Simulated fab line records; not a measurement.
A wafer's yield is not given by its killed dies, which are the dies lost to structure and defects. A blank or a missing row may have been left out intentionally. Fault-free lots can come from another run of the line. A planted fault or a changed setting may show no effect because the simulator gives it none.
Matching of chambers || flow n5_finfet || 3 sister chambers for N5_BEOL_M5_CO_CAP_78 on cvd_co-01
The step material Co, precursor CCTBA/H2, target thk 2 nm, time 102.1 s. 6 wafers are shown with their chamber, then 12 later ones without.

## WAFERS PAIRED WITH THEIR CHAMBERS
{"wafer": "L083.2", "chamber": 0, "heater_power_w (W)": 247, "heater_power_outer_w (W)": 134}
{"wafer": "L089.2", "chamber": 2, "heater_power_w (W)": 202, "heater_power_outer_w (W)": 105}
{"wafer": "L089.4", "chamber": 1, "heater_power_w (W)": 250, "heater_power_outer_w (W)": 126}
{"wafer": "L088.1", "chamber": 2, "heater_power_w (W)": 203, "heater_power_outer_w (W)": 105}
{"wafer": "L088.4", "chamber": 1, "heater_power_w (W)": 248, "heater_power_outer_w (W)": 126}
{"wafer": "L088.6", "chamber": 0, "heater_power_w (W)": 256, "heater_power_outer_w (W)": 135}

## WAFERS WITHOUT THEIR CHAMBER
{"wafer": "L090.2", "heater_power_w (W)": 206, "heater_power_outer_w (W)": 107}
{"wafer": "L090.3", "heater_power_w (W)": 250, "heater_power_outer_w (W)": 127}
{"wafer": "L090.5", "heater_power_w (W)": 200, "heater_power_outer_w (W)": 107}
{"wafer": "L093.2", "heater_power_w (W)": 195, "heater_power_outer_w (W)": 109}
{"wafer": "L093.4", "heater_power_w (W)": 248, "heater_power_outer_w (W)": 128}
{"wafer": "L093.6", "heater_power_w (W)": 254, "heater_power_outer_w (W)": 128}
{"wafer": "L095.2", "heater_power_w (W)": 255, "heater_power_outer_w (W)": 137}
{"wafer": "L095.4", "heater_power_w (W)": 196, "heater_power_outer_w (W)": 103}
{"wafer": "L095.6", "heater_power_w (W)": 253, "heater_power_outer_w (W)": 126}
{"wafer": "L096.1", "heater_power_w (W)": 255, "heater_power_outer_w (W)": 129}
{"wafer": "L096.2", "heater_power_w (W)": 206, "heater_power_outer_w (W)": 107}
{"wafer": "L096.6", "heater_power_w (W)": 251, "heater_power_outer_w (W)": 129}

## WHICH CHAMBER EACH WENT THROUGH
{"wafer": "L090.2", "from the rows above": 2, "in truth": 2}
{"wafer": "L090.3", "from the rows above": 1, "in truth": 1}
{"wafer": "L090.5", "from the rows above": 2, "in truth": 2}
{"wafer": "L093.2", "from the rows above": 2, "in truth": 2}
{"wafer": "L093.4", "from the rows above": 1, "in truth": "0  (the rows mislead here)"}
{"wafer": "L093.6", "from the rows above": 1, "in truth": 1}
{"wafer": "L095.2", "from the rows above": 0, "in truth": 0}
{"wafer": "L095.4", "from the rows above": 2, "in truth": 2}
{"wafer": "L095.6", "from the rows above": 1, "in truth": 1}
{"wafer": "L096.1", "from the rows above": 1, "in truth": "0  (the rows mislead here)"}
{"wafer": "L096.2", "from the rows above": 2, "in truth": 2}
{"wafer": "L096.6", "from the rows above": 1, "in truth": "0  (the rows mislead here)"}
9 of 12 placed correctly. Can't be placed from these rows: 0. 3 placed wrongly.
How it was worked out, from the rows above alone: a wafer's distance from a chamber is the root of the sum, over the readings, of the square of ((its reading less the chamber's mean) divided by the reading's scatter). If the next closest chamber is less than 2 further off than the closest, the wafer can't be placed; otherwise it belongs to the closest. For every chamber, the mean is computed from those of its wafers that are shown. The scatter: the root of (the sum of the squares of (reading less its chamber's mean) over the shown wafers, divided by (wafers less chambers)).
